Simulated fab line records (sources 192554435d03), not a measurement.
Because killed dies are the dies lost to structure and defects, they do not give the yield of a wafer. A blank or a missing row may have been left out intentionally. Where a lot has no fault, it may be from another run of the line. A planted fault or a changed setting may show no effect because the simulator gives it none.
Split-lot study ; flow n5 finfet ; 7 lots, 21 wafers read, on a route of 1938 steps

SPLIT DETAILS
At N5_BEOL_M7_ETCH_41 (etches SiCN in CH3F/O2, target depth 31.9 nm, time 57.8 s), the setting bias w was moved away from the recipe's 75 W on 8 of the 21 wafers read, by -14.5% to +12.4%. All remaining wafers had this setting at the recipe value.

Reading taken at the split's own step.

THE READING
rf vpp V, in V, at N5_BEOL_M7_ETCH_41 (etches SiCN in CH3F/O2, target depth 31.9 nm, time 57.8 s). On this fab line, fault-free wafers typically give 298.0 V with a standard deviation of 1.4 V.

wafer;tool, chamber at the split;bias w as run, W;against the recipe;rf vpp V, V;against lot-mates on the recipe
L077.1;rie diel-03, 3;84.33;+12.4%;319.3;no lot-mate on the recipe
L077.2;rie diel-03, 1;84.33;+12.4%;321.6;no lot-mate on the recipe
L077.6;rie diel-03, 3;84.33;+12.4%;320.9;no lot-mate on the recipe
L079.2;rie diel-03, 1;64.25;-14.3%;269.9;-28.1
L079.4;rie diel-03, 3;75;recipe;297.8;-
L079.6;rie diel-03, 3;75;recipe;298.2;-
L080.3;rie diel-04, 3;75;recipe;292.6;-
L080.4;rie diel-04, 0;82.31;+9.7%;316.9;+21.8
L080.6;rie diel-04, 2;75;recipe;297.6;-
L081.1;rie diel-03, 2;75;recipe;298.1;-
L081.2;rie diel-03, 3;69.04;-7.9%;284.0;-14.1
L081.3;rie diel-03, 1;75;recipe;298.0;-
L083.1;rie diel-05, 0;75;recipe;299.0;-
L083.3;rie diel-05, 3;75;recipe;298.5;-
L083.6;rie diel-05, 2;75;recipe;300.3;-
L085.2;rie diel-03, 2;75;recipe;296.7;-
L085.4;rie diel-03, 3;64.11;-14.5%;269.3;-27.4
L085.6;rie diel-03, 1;64.11;-14.5%;268.2;-28.5
L096.4;rie diel-05, 2;75;recipe;298.1;-
L096.5;rie diel-05, 0;75;recipe;297.2;-
L096.6;rie diel-05, 1;75;recipe;298.1;-

FIT RESULTS
A straight line over all 21 wafers: rf vpp V changes by +1.91 V for each +1% of bias w; r = +0.99; the points scatter about the line by 1.6 V.
The same after taking each lot's own level away (the mean of its wafers on the recipe; 18 wafers): +1.98 V for each +1%; r = +1.00; scatter 1.2 V.
According to that fit, moving bias w by its largest amount changes the reading by 29 V.
Across the lots, their own levels run from 295.10 to 299.27 V, a range of 3.0 times the standard deviation given above.
The two slopes are in agreement: the lot-to-lot level therefore moves the slope only a little.
Check: for one of the wafers moved furthest among these (-14.5%), held out of the fit, the line's prediction against its lot-mates is -28.7 V. Against them it came out at -27.4 V.
Tool readings at the split's step, against how far the setting was moved: rf vpp V r = +0.99.

THE WHOLE CHAIN: every reading that the file lists as answering this split, in the file's order
step;what it does;reading;change (the file's fit);r (the file's)
N5_BEOL_M7_ETCH_41;etches SiCN in CH3F/O2, target depth 31.9 nm, time 57.8 s;rf vpp V;+1.97 V for each +1% of the setting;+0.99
N5_BEOL_M7_ETCH_41;etches SiCN in CH3F/O2, target depth 31.9 nm, time 57.8 s;etch.depth nm (the simulator's own value, which no gauge read);+0.0903 nm for each +1% of the setting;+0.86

FILE'S OWN FIT
rf vpp V changes by +1.97 V for each +1% of bias w, r = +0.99.
